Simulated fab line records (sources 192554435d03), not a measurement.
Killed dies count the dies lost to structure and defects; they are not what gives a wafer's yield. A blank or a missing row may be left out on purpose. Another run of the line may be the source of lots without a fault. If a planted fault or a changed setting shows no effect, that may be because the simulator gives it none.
Which tool was responsible?	flow n5-finfet	15 lots, 41 wafers sampled, at 7 steps of a route of 1938

== WHAT THE GAUGES SHOWED, per wafer ==
N5_BEOL_M4_RS_MEAS_58: measures by four-point-probe.
lot	measured	on	M4_RS (ohm/sq)
L279	day 8 00:43	film-metro-01	0.69 0.65 0.65
L281	day 8 02:41	film-metro-01	0.72 0.71 0.70
L282	day 8 23:28	film-metro-01	0.61 0.67 0.64
L283	day 8 23:37	film-metro-01	0.64 0.67 0.63
L284	day 9 02:04	film-metro-01	0.71 0.72
L285	day 9 21:23	film-metro-01	0.68 0.66
L286	day 9 23:05	film-metro-02	0.64 0.65
L291	day 11 22:40	film-metro-02	0.63 0.62 0.64
L293	day 12 03:43	film-metro-02	0.70 0.64 0.68
L295	day 12 06:38	film-metro-01	0.65 0.70 0.70
L296	day 12 08:09	film-metro-02	0.73 0.68 0.67
L298	day 13 00:35	film-metro-01	0.65 0.66
L300	day 13 06:02	film-metro-01	0.61 0.61 0.68
L301	day 14 11:59	film-metro-01	0.67 0.67 0.73
L302	day 14 15:39	film-metro-01	0.67 0.71 0.70

N5_BEOL_M4_INSPECT_59: inspects for defects (darkfield).
lot	measured	on	raw-defect-count
L279	day 8 00:44	defect-inspect-01	48 74 55
L281	day 8 02:43	defect-inspect-01	58 66 88
L282	day 8 23:29	defect-inspect-01	54 84 82
L283	day 8 23:38	defect-inspect-02	33 43 56
L284	day 9 02:05	defect-inspect-02	51 59
L285	day 9 21:24	defect-inspect-01	76 57
L286	day 9 23:07	defect-inspect-01	79 94
L291	day 11 22:42	defect-inspect-02	46 98 85
L293	day 12 03:44	defect-inspect-01	59 64 56
L295	day 12 06:40	defect-inspect-02	70 58 68
L296	day 12 08:11	defect-inspect-01	59 79 71
L298	day 13 00:37	defect-inspect-02	88 88
L300	day 13 06:04	defect-inspect-01	101 84 106
L301	day 14 12:01	defect-inspect-02	77 47 52
L302	day 14 15:41	defect-inspect-01	58 119 76

N5_BEOL_M5_THK_MEAS_01.
lot	measured	on	M5_ILD_THK (nm)
L279	day 8 02:18	film-metro-01	119.5 121.7 121.9
L281	day 8 04:17	film-metro-02	117.7 120.2 117.8
L282	day 9 01:02	film-metro-02	120.1 119.5 122.1
L283	day 9 01:16	film-metro-02	120.6 123.3 120.8
L284	day 9 03:39	film-metro-01	121.6 122.0
L285	day 9 22:58	film-metro-01	123.4 121.7
L286	day 10 00:41	film-metro-01	119.2 119.9
L291	day 12 01:14	film-metro-01	118.6 120.7 120.8
L293	day 12 05:18	film-metro-01	122.9 123.3 123.9
L295	day 12 08:14	film-metro-01	120.1 122.4 120.6
L296	day 12 09:45	film-metro-02	120.6 121.4 122.1
L298	day 13 02:40	film-metro-02	118.1 120.9
L300	day 13 07:38	film-metro-02	118.1 118.8 120.9
L301	day 14 13:34	film-metro-01	122.9 120.9 123.6
L302	day 14 17:16	film-metro-02	120.6 121.8 120.6

N5_BEOL_M5_CD_MEAS_18: pitch 56 nm, target cd 28 nm.
lot	measured	on	cd-nm (nm)
L279	day 8 03:51	cd-sem-01	27.7 28.2 28.1
L281	day 8 06:37	cd-sem-02	27.8 28.5 28.4
L282	day 9 03:10	cd-sem-01	28.3 27.9 28.5
L283	day 9 03:31	cd-sem-03	27.8 27.8 27.1
L284	day 9 06:25	cd-sem-01	27.9 28.0
L285	day 10 00:29	cd-sem-03	28.0 28.7
L286	day 10 02:25	cd-sem-03	27.8 27.8
L291	day 12 03:44	cd-sem-03	27.9 27.9 27.6
L293	day 12 07:55	cd-sem-01	- - -
L295	day 12 11:00	cd-sem-03	- - -
L296	day 12 11:42	cd-sem-01	- - -
L298	day 13 03:49	cd-sem-01	28.9 28.0
L300	day 13 10:14	cd-sem-01	27.7 28.1 28.3
L301	day 14 14:46	cd-sem-03	27.4 27.2 27.5
L302	day 14 19:44	cd-sem-02	28.1 28.1 27.6

== TOOL THAT RAN EACH LOT (tool first, then ch and the chambers of the sampled wafers, then the start) ==
lot	N5_BEOL_M5_ETCH_61	N5_BEOL_M5_ETCH_62	N5_BEOL_M5_HM_OPEN_17
L279	rie-diel-05 ch 2,3, day 8 03:20	rie-diel-05 ch 2,3, day 8 03:22	rie-metal-03 ch 0,1, day 8 03:31
L281	rie-diel-05 ch 2,3, day 8 06:07	rie-diel-05 ch 2,3, day 8 06:09	rie-metal-02 ch 0,1, day 8 06:20
L282	rie-diel-06 ch 0,2,3, day 9 02:38	rie-diel-06 ch 0,2,3, day 9 02:40	rie-metal-03 ch 0, day 9 02:50
L283	rie-diel-05 ch 1,2,3, day 9 02:52	rie-diel-05 ch 1,2,3, day 9 02:54	rie-metal-01 ch 0,1, day 9 03:04
L284	rie-diel-01 ch 1,2, day 9 05:58	rie-diel-01 ch 1,2, day 9 06:00	rie-metal-02 ch 1, day 9 06:11
L285	rie-diel-01 ch 0,3, day 10 00:07	rie-diel-01 ch 0,3, day 10 00:11	rie-metal-03 ch 0,1, day 10 00:22
L286	rie-diel-05 ch 0,1, day 10 02:02	rie-diel-05 ch 0,1, day 10 02:04	rie-metal-03 ch 0, day 10 02:14
L291	rie-diel-05 ch 0,1,3, day 12 03:22	rie-diel-05 ch 0,1,3, day 12 03:23	rie-metal-01 ch 0,1, day 12 03:33
L293	rie-diel-05 ch 0,3, day 12 07:32	rie-diel-05 ch 0,3, day 12 07:34	rie-metal-03 ch 0,1, day 12 07:46
L295	rie-diel-06 ch 0,2,3, day 12 10:37	rie-diel-06 ch 0,2,3, day 12 10:39	rie-metal-03 ch 0,1, day 12 10:49
L296	rie-diel-05 ch 0,1,2, day 12 11:19	rie-diel-05 ch 0,1,2, day 12 11:21	rie-metal-03 ch 0,1, day 12 11:31
L298	rie-diel-06 ch 0,3, day 13 03:26	rie-diel-06 ch 0,3, day 13 03:28	rie-metal-03 ch 1, day 13 03:38
L300	rie-diel-06 ch 0,1,2, day 13 09:45	rie-diel-06 ch 0,1,2, day 13 09:47	rie-metal-03 ch 0,1, day 13 09:56
L301	rie-diel-05 ch 0,1,2, day 14 14:23	rie-diel-05 ch 0,1,2, day 14 14:25	rie-metal-01 ch 0,1, day 14 14:34
L302	rie-diel-05 ch 2,3, day 14 19:22	rie-diel-05 ch 2,3, day 14 19:23	rie-metal-03 ch 0,1, day 14 19:34
- N5_BEOL_M5_ETCH_61: etches SiARC in CF4, target depth 15.6 nm, time 26 s.
- N5_BEOL_M5_ETCH_62: etches SOC in N2/H2, target depth 75 nm, overetch 15 nm, time 112.5 s.
- N5_BEOL_M5_HM_OPEN_17: chemistry Cl2/BCl3, target TiN, target depth 20 nm, overetch 6 nm.

== WHAT THE TOOLS THEMSELVES READ (means of the sampled wafers that have a number; where no wafer has one, the mark that the record gives instead) ==
N5_BEOL_M5_ETCH_61.
lot	tool	bias-w (W)	cf4-flow-sccm (sccm)	drypump-motor-current-A (A)	etch-rf-on-time-s (s)	oes-product-au (a.u.)	rf-vpp-V (V)	showerhead-plenum-p-Torr (Torr)	throttle-valve-pct (%)
L279	rie-diel-05	36.02	100.21	5.7	26.5	0.69	185.1	2.22	15.74
L281	rie-diel-05	36.11	100.40	5.6	26.7	0.75	185.0	2.21	15.71
L282	rie-diel-06	35.90	100.06	5.7	26.1	0.65	182.8	2.06	15.91
L283	rie-diel-05	36.03	99.82	5.8	26.5	0.76	184.4	2.21	15.53
L284	rie-diel-01	36.05	100.15	5.5	26.6	0.59	183.4	2.14	15.65
L285	rie-diel-01	35.95	99.97	6.3	24.7	0.73	183.6	2.11	15.62
L286	rie-diel-05	36.12	100.38	5.8	26.3	0.72	183.4	2.12	15.39
L291	rie-diel-05	35.95	99.90	5.8	26.7	0.67	183.9	2.15	15.57
L293	rie-diel-05	-	-	-	-	-	-	-	-
L295	rie-diel-06	-	-	-	-	-	-	-	-
L296	rie-diel-05	-	-	-	-	-	-	-	-
L298	rie-diel-06	36.09	100.09	5.7	26.0	0.75	184.8	2.19	15.57
L300	rie-diel-06	35.99	99.59	5.8	25.1	0.74	185.2	2.26	15.77
L301	rie-diel-05	36.05	100.15	5.7	26.7	0.69	183.7	2.14	15.57
L302	rie-diel-05	36.01	99.69	5.6	27.0	0.67	185.0	2.20	15.80

N5_BEOL_M5_ETCH_62.
lot	tool	bias-w (W)	chamber-pressure-mTorr (mTorr)	drypump-motor-current-A (A)	oes-product-au (a.u.)	rf-vpp-V (V)	showerhead-plenum-p-Torr (Torr)	temp-c (C)	throttle-valve-pct (%)
L279	rie-diel-05	150.2	30.020	5.8	0.65	526.2	2.64	39.94	18.06
L281	rie-diel-05	149.7	30.018	5.6	0.70	525.7	2.63	40.00	18.03
L282	rie-diel-06	149.9	29.993	5.7	0.60	520.3	2.43	40.00	18.12
L283	rie-diel-05	150.0	29.998	5.9	0.71	526.3	2.63	40.07	17.83
L284	rie-diel-01	150.2	29.976	5.5	0.56	523.1	2.54	39.91	17.80
L285	rie-diel-01	149.2	30.005	6.3	0.66	522.4	2.51	40.00	17.77
L286	rie-diel-05	150.4	29.974	5.8	0.68	522.8	2.52	39.96	17.66
L291	rie-diel-05	150.2	29.988	5.9	0.63	524.2	2.56	39.98	17.84
L293	rie-diel-05	149.8	29.999	5.7	0.27	523.7	2.57	40.04	18.05
L295	rie-diel-06	150.0	29.993	5.7	0.34	526.5	2.63	39.96	17.82
L296	rie-diel-05	150.2	30.027	5.7	0.31	523.8	2.55	40.06	17.76
L298	rie-diel-06	150.1	30.004	5.7	0.70	524.5	2.58	40.04	17.73
L300	rie-diel-06	149.6	30.038	5.8	0.67	528.0	2.68	40.02	18.05
L301	rie-diel-05	149.6	29.998	5.7	0.64	524.1	2.54	40.12	17.84
L302	rie-diel-05	150.1	30.005	5.6	0.64	525.1	2.60	40.08	18.11

N5_BEOL_M5_HM_OPEN_17.
lot	tool	drypump-motor-current-A (A)	oes-product-au (a.u.)	throttle-valve-pct (%)
L279	rie-metal-03	5.6	0.56	22.12
L281	rie-metal-02	5.6	0.60	22.22
L282	rie-metal-03	5.3	0.64	21.78
L283	rie-metal-01	6.2	0.81	22.33
L284	rie-metal-02	6.3	0.55	22.01
L285	rie-metal-03	5.4	0.73	21.84
L286	rie-metal-03	5.3	0.64	21.79
L291	rie-metal-01	6.2	0.78	22.34
L293	rie-metal-03	5.4	0.30	22.49
L295	rie-metal-03	5.4	0.30	22.49
L296	rie-metal-03	5.4	0.30	22.49
L298	rie-metal-03	5.6	0.79	21.95
L300	rie-metal-03	5.5	0.72	21.89
L301	rie-metal-01	6.2	0.75	22.36
L302	rie-metal-03	5.4	0.66	21.86

== THE ANSWER, worked out from the rows above alone ==
Rule: usual is defined by the lots themselves. The widest of any qualifying gaps counts: lots, ordered by their means at a reading, are off when they make up no more than a third of the lots, leave a main group of 4 or more, and stand apart from it by 3 or more times the standard deviation of that group's means. If all means in a main group match to the digits the tables above print for the reading, that group is not used. Also off: a lot with no number at a reading for which 4 or more lots have one. Where the step has rows for the other lots, those lots are counted as sound. Order of review: gauges by route order, followed by the tools' own readings, for which a lot's mean as printed above is used. At the first step where some lot is off, the reading lying furthest off is the one used; lots without a number count as furthest.
Off, at N5_BEOL_M5_CD_MEAS_18 on cd-nm: L293, L295, L296. Without a number there: L293, L295, L296. Mean 28.0 nm and standard deviation 0.3 in the main group.
If a tool, at a process step before that reading, ran all the lots that are off and no sound lot after the first of them, it fits. Not tried: the gauges at N5_BEOL_M5_CD_MEAS_18; whatever is off there is also off at N5_BEOL_M5_ETCH_61, on other tools, and gauge error can't account for it. No candidate that was tried fits.

== WHAT THE SIMULATOR HAD PUT IN ==
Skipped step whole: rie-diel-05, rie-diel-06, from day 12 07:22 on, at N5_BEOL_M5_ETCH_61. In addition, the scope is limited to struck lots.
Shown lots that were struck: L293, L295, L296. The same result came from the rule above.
